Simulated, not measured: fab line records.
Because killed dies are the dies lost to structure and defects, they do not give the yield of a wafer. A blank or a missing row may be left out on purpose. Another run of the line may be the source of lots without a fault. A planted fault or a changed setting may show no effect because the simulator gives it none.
Chamber matching :: flow nand_harc :: NHARC_THIN_TSV_ETCHBACK_48 on rie_diel-09: 4 sister chambers
The step etches the open film in C4F8/Ar, target depth 1028.5 nm, time 405.17 s. 14 wafers are shown with their chamber, then 7 later ones without.

## WAFERS WITH THEIR CHAMBER
wafer: L568.2
chamber: 0
rf_vpp_V (V): 550
oes_product_au (a.u.): 0.97
bias_w (W): 299.2

wafer: L568.5
chamber: 2
rf_vpp_V (V): 543
oes_product_au (a.u.): 0.99
bias_w (W): 299.9

wafer: L568.6
chamber: 1
rf_vpp_V (V): 542
oes_product_au (a.u.): 0.98
bias_w (W): 301.1

wafer: L566.1
chamber: 2
rf_vpp_V (V): 541
oes_product_au (a.u.): 1.00
bias_w (W): 299.9

wafer: L566.2
chamber: 0
rf_vpp_V (V): 549
oes_product_au (a.u.): 0.99
bias_w (W): 300.6

wafer: L566.5
chamber: 3
rf_vpp_V (V): 550
oes_product_au (a.u.): 1.01
bias_w (W): 299.4

wafer: L567.3
chamber: 2
rf_vpp_V (V): 544
oes_product_au (a.u.): 1.01
bias_w (W): 299.7

wafer: L567.4
chamber: 3
rf_vpp_V (V): 552
oes_product_au (a.u.): 1.01
bias_w (W): 299.4

wafer: L567.5
chamber: 3
rf_vpp_V (V): 551
oes_product_au (a.u.): 1.01
bias_w (W): 301.4

wafer: L569.1
chamber: 2
rf_vpp_V (V): 545
oes_product_au (a.u.): 1.01
bias_w (W): 300.8

wafer: L569.4
chamber: 3
rf_vpp_V (V): 550
oes_product_au (a.u.): 1.01
bias_w (W): 299.3

wafer: L569.6
chamber: 0
rf_vpp_V (V): 551
oes_product_au (a.u.): 1.00
bias_w (W): 300.9

wafer: L577.1
chamber: 0
rf_vpp_V (V): 549
oes_product_au (a.u.): 1.00
bias_w (W): 301.4

wafer: L577.2
chamber: 3
rf_vpp_V (V): 551
oes_product_au (a.u.): 1.01
bias_w (W): 299.3

SIGNATURES (means of the wafers above)
reading: rf_vpp_V
chamber 0: 549.75
chamber 1: 542.00
chamber 2: 543.25
chamber 3: 550.80
scatter within a chamber: 1.2

reading: oes_product_au
chamber 0: 0.9900
chamber 1: 0.9800
chamber 2: 1.0025
chamber 3: 1.0100
scatter within a chamber: 0.00935

reading: bias_w
chamber 0: 300.525
chamber 1: 301.100
chamber 2: 300.075
chamber 3: 299.760
scatter within a chamber: 0.823
Rule: a wafer's distance from a chamber is the root of the sum, over the readings, of the square of ((its reading less the chamber's mean) divided by the reading's scatter). If the next closest chamber is less than 2 further off than the closest, the wafer can't be placed; otherwise it belongs to the closest. How the scatter is found: for the shown wafers, subtract from each reading the mean of its chamber, square and add these, divide the total by (wafers less chambers), then take the root.

## WAFERS WITHOUT THEIR CHAMBER
wafer: L577.3
rf_vpp_V (V): 544
oes_product_au (a.u.): 1.00
bias_w (W): 299.3

wafer: L581.1
rf_vpp_V (V): 551
oes_product_au (a.u.): 0.93
bias_w (W): 300.5

wafer: L581.3
rf_vpp_V (V): 551
oes_product_au (a.u.): 0.94
bias_w (W): 298.9

wafer: L581.5
rf_vpp_V (V): 549
oes_product_au (a.u.): 0.92
bias_w (W): 300.6

wafer: L579.1
rf_vpp_V (V): 550
oes_product_au (a.u.): 0.94
bias_w (W): 299.6

wafer: L579.4
rf_vpp_V (V): 543
oes_product_au (a.u.): 0.92
bias_w (W): 297.8

wafer: L579.5
rf_vpp_V (V): 544
oes_product_au (a.u.): 0.93
bias_w (W): 299.4

## THE CHAMBER EACH PASSED THROUGH
wafer: L577.3
from the rows above: 2
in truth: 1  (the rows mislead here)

wafer: L581.1
from the rows above: 0
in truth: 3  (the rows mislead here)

wafer: L581.3
from the rows above: can't be placed: 0 or 3
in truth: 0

wafer: L581.5
from the rows above: can't be placed: 0 or 1
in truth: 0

wafer: L579.1
from the rows above: 0
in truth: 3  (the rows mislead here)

wafer: L579.4
from the rows above: can't be placed: 1 or 2
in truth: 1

wafer: L579.5
from the rows above: can't be placed: 1 or 2
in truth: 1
Placed correctly: 0 of 7. Not placeable from these rows: 4 (in 4, the candidates include the true chamber). Placed wrongly: 3.
